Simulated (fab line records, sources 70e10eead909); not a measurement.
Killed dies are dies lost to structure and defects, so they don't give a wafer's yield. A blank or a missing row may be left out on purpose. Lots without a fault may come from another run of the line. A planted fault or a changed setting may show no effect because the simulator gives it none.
Which tool did it? | flow nand_harc | 11 lots, 33 wafers sampled, at 6 steps of a route of 1159

WHAT THE GAUGES READ, wafer by wafer
NHARC_P_ZERO_WELL_INSPECT_43. Usual: raw_defect_count 13, standard deviation 5.4.
lot  | measured    | on                | raw_defect_count | flag
L962 | day 1 19:28 | defect_inspect-01 | 16 13 29         |
L964 | day 2 07:44 | defect_inspect-01 | 5 5 7            |
L965 | day 2 13:40 | defect_inspect-01 | 9 16 13          |
L966 | day 2 19:19 | defect_inspect-02 | 6 5 6            |
L970 | day 3 19:35 | defect_inspect-02 | 20 13 10         |
L979 | day 6 01:44 | defect_inspect-01 | 11 12 12         |
L980 | day 6 07:36 | defect_inspect-01 | 16 16 12         |
L981 | day 6 13:32 | defect_inspect-02 | 16 11 14         |
L982 | day 6 19:44 | defect_inspect-02 | 8 9 8            |
L984 | day 7 07:41 | defect_inspect-01 | 16 5 11          |
L985 | day 7 13:43 | defect_inspect-02 | 4 15 9           |

NHARC_P_STI_CD_MEAS_09: target cd 200 nm. Usual: cd_nm 200.2 nm, standard deviation 2.1.
lot  | measured    | on        | cd_nm (nm)        | flag
L962 | day 2 10:49 | cd_sem-03 | 200.2 198.5 196.7 |
L964 | day 3 01:57 | cd_sem-01 | 198.8 202.0 200.6 |
L965 | day 3 01:59 | cd_sem-03 | 199.7 199.7 201.8 |
L966 | day 3 12:21 | cd_sem-01 | 200.8 198.7 199.3 |
L970 | day 4 13:23 | cd_sem-02 | 191.7 191.4 193.7 | OFF
L979 | day 6 19:17 | cd_sem-03 | 201.5 202.4 200.7 |
L980 | day 7 00:23 | cd_sem-03 | 198.1 201.8 197.6 |
L981 | day 7 05:53 | cd_sem-01 | 201.9 202.1 198.1 |
L982 | day 7 15:38 | cd_sem-02 | 196.3 197.9 197.9 |
L984 | day 8 00:32 | cd_sem-02 | 199.4 198.8 197.3 |
L985 | day 8 05:08 | cd_sem-01 | 198.9 202.0 199.4 |

NHARC_P_STI_OCD_MEAS_17. Usual: trench_depth_nm 300.7 nm, standard deviation 2.6; trench_foot_cd_nm 158.2 nm, standard deviation 2.1.
lot  | measured    | on     | trench_depth_nm (nm) | trench_foot_cd_nm (nm) | flag
L962 | day 2 11:38 | ocd-01 | 304.4 297.6 297.4    | 157.9 157.1 155.3      |
L964 | day 3 02:44 | ocd-01 | 295.4 302.2 303.6    | 157.2 160.2 159.2      |
L965 | day 3 02:46 | ocd-02 | 299.5 302.3 299.6    | 158.0 157.1 160.2      |
L966 | day 3 13:09 | ocd-01 | 304.8 304.7 306.4    | 158.4 155.7 156.3      |
L970 | day 4 14:13 | ocd-02 | 301.3 301.6 297.2    | 150.1 149.0 152.1      | OFF
L979 | day 6 20:04 | ocd-01 | 299.4 295.9 296.9    | 159.3 161.2 159.4      |
L980 | day 7 01:11 | ocd-01 | 299.8 304.6 301.0    | 156.4 159.4 155.5      |
L981 | day 7 06:40 | ocd-02 | 296.0 300.6 301.5    | 160.9 160.3 155.8      |
L982 | day 7 16:25 | ocd-01 | 294.0 297.3 305.1    | 155.3 156.8 155.4      |
L984 | day 8 01:20 | ocd-01 | 299.8 298.7 301.8    | 157.2 157.3 155.4      |
L985 | day 8 05:55 | ocd-01 | 300.8 301.0 302.0    | 157.1 159.7 157.7      |

WHICH TOOL RAN EACH LOT (tool, then ch and the chambers of the sampled wafers, then the start)
lot  | NHARC_P_ZERO_WELL_DESCUM_13       | NHARC_P_ZERO_WELL_ETCH_63       | NHARC_P_STI_EXPOSE_06
L962 | rie_diel-07 ch 0,1,3, day 1 13:16 | rie_si-04 ch 0,3, day 1 13:32   | krf_scanner-02 ch 0, day 2 10:40
L964 | rie_diel-07 ch 0,3, day 2 01:32   | rie_si-04 ch 2,3, day 2 01:48   | krf_scanner-01 ch 0, day 3 01:48
L965 | rie_diel-07 ch 0,3, day 2 07:23   | rie_si-04 ch 0,1,3, day 2 07:39 | krf_scanner-01 ch 0, day 3 01:50
L966 | rie_diel-02 ch 1,2,3, day 2 13:19 | rie_si-01 ch 1,2, day 2 13:32   | krf_scanner-03 ch 0, day 3 12:12
L970 | rie_diel-02 ch 1,2, day 3 13:24   | rie_si-04 ch 1,2,3, day 3 13:41 | krf_scanner-03 ch 0, day 4 13:14
L979 | rie_diel-02 ch 0,2, day 5 19:27   | rie_si-05 ch 0,1, day 5 19:43   | krf_scanner-03 ch 0, day 6 19:08
L980 | rie_diel-12 ch 1,2,3, day 6 01:25 | rie_si-01 ch 0,1,2, day 6 01:41 | krf_scanner-03 ch 0, day 7 00:14
L981 | rie_diel-02 ch 0,1,3, day 6 07:19 | rie_si-04 ch 1,2,3, day 6 07:37 | krf_scanner-02 ch 0, day 7 05:44
L982 | rie_diel-02 ch 0,2, day 6 13:25   | rie_si-05 ch 0,1,2, day 6 13:41 | krf_scanner-01 ch 0, day 7 15:30
L984 | rie_diel-07 ch 0,1,2, day 7 01:17 | rie_si-01 ch 1,3, day 7 01:32   | krf_scanner-01 ch 0, day 8 00:23
L985 | rie_diel-12 ch 0,2, day 7 07:25   | rie_si-01 ch 0,1,2, day 7 07:40 | krf_scanner-03 ch 0, day 8 04:59
- NHARC_P_ZERO_WELL_DESCUM_13: chemistry O2, time 3 s.
- NHARC_P_ZERO_WELL_ETCH_63: etches the open film in HBr/Cl2, target depth 120 nm, time 40.1 s.
- NHARC_P_STI_EXPOSE_06: exposes mask P STI, target cd 200 nm.

WHAT THE TOOLS THEMSELVES READ (means of the sampled wafers that have a number; where no wafer has one, the mark that the record gives instead)
NHARC_P_ZERO_WELL_DESCUM_13. Usual: drypump_motor_current_A 5.7 A, standard deviation 0.32; oes_product_au 0.995 a.u., standard deviation 0.0092; rf_vpp_V 58.0 V, standard deviation 0.84; showerhead_plenum_p_Torr 1.96 Torr, standard deviation 0.071; throttle_valve_pct 11.313 %, standard deviation 0.0094.
lot  | tool        | drypump_motor_current_A (A) | oes_product_au (a.u.) | rf_vpp_V (V) | showerhead_plenum_p_Torr (Torr) | throttle_valve_pct (%) | flag
L962 | rie_diel-07 | 5.5                         | 0.999                 | 58.0         | 1.94                            | 11.317                 |
L964 | rie_diel-07 | 5.7                         | 1.002                 | 57.7         | 1.91                            | 11.310                 |
L965 | rie_diel-07 | 5.5                         | 0.997                 | 58.1         | 1.86                            | 11.309                 |
L966 | rie_diel-02 | 5.7                         | 0.998                 | 58.5         | 1.95                            | 11.317                 |
L970 | rie_diel-02 | 5.8                         | 0.986                 | 57.9         | 1.98                            | 11.315                 |
L979 | rie_diel-02 | 6.0                         | 0.990                 | 58.1         | 1.99                            | 11.304                 |
L980 | rie_diel-12 | 5.8                         | 0.996                 | 57.8         | 1.97                            | 11.321                 |
L981 | rie_diel-02 | 5.9                         | 0.998                 | 57.8         | 1.95                            | 11.309                 |
L982 | rie_diel-02 | 6.1                         | 0.995                 | 57.7         | 2.00                            | 11.310                 |
L984 | rie_diel-07 | 5.5                         | 0.993                 | 58.1         | 2.02                            | 11.319                 |
L985 | rie_diel-12 | 5.7                         | 0.994                 | 58.9         | 2.00                            | 11.318                 |

NHARC_P_ZERO_WELL_ETCH_63. Usual: drypump_motor_current_A 5.7 A, standard deviation 0.42; mfc_cl2_sccm 49.98 sccm, standard deviation 0.16; oes_product_au 0.998 a.u., standard deviation 0.009; throttle_valve_pct 26.405 %, standard deviation 0.0091.
lot  | tool      | drypump_motor_current_A (A) | mfc_cl2_sccm (sccm) | oes_product_au (a.u.) | throttle_valve_pct (%) | flag
L962 | rie_si-04 | 5.2                         | 50.23               | 1.006                 | 26.403                 |
L964 | rie_si-04 | 5.0                         | 50.17               | 1.008                 | 26.408                 |
L965 | rie_si-04 | 5.6                         | 50.09               | 0.997                 | 26.392                 |
L966 | rie_si-01 | 5.7                         | 49.87               | 0.992                 | 26.412                 |
L970 | rie_si-04 | 5.3                         | 49.94               | 0.989                 | 26.409                 |
L979 | rie_si-05 | 6.0                         | 49.99               | 0.995                 | 26.402                 |
L980 | rie_si-01 | 5.6                         | 50.02               | 0.991                 | 26.399                 |
L981 | rie_si-04 | 5.3                         | 49.99               | 1.002                 | 26.405                 |
L982 | rie_si-05 | 6.0                         | 50.06               | 0.995                 | 26.394                 |
L984 | rie_si-01 | 5.3                         | 49.97               | 0.995                 | 26.407                 |
L985 | rie_si-01 | 5.6                         | 49.99               | 1.004                 | 26.411                 |

NHARC_P_STI_EXPOSE_06. Usual: exposure_dose_mJ_cm2 37.66, standard deviation 0.036.
lot  | tool           | exposure_dose_mJ_cm2 | flag
L962 | krf_scanner-02 | 37.69                |
L964 | krf_scanner-01 | 37.61                |
L965 | krf_scanner-01 | 37.67                |
L966 | krf_scanner-03 | 37.67                |
L970 | krf_scanner-03 | 37.61                |
L979 | krf_scanner-03 | 37.62                |
L980 | krf_scanner-03 | 37.61                |
L981 | krf_scanner-02 | 37.65                |
L982 | krf_scanner-01 | 37.66                |
L984 | krf_scanner-01 | 37.67                |
L985 | krf_scanner-03 | 37.67                |

THE ANSWER, worked out from the rows above alone
Rule: a lot is off if the mean of its wafers that have a number lies more than 3 standard deviations from the usual mean. A lot without any number at a reading at which 4 lots or more have one is off too. The other lots that the step has rows for count as sound. The gauges are gone through in route order, then the tools' own readings, and for those a lot's mean is taken as printed above. The first step at which some lot is off is used, and at that step the reading that is off furthest; a lot without a number counts as furthest.
Off: L970, at NHARC_P_STI_CD_MEAS_09 (cd_nm).
A tool fits if, at a process step before that reading, it ran every lot that is off, and no sound lot after the first of them. The gauges at NHARC_P_STI_CD_MEAS_09 aren't tried: what is off there is off at NHARC_P_STI_OCD_MEAS_17 too, on other tools, and a gauge's error can't cause that. None of those tried fits.

WHAT THE SIMULATOR HAD PUT IN
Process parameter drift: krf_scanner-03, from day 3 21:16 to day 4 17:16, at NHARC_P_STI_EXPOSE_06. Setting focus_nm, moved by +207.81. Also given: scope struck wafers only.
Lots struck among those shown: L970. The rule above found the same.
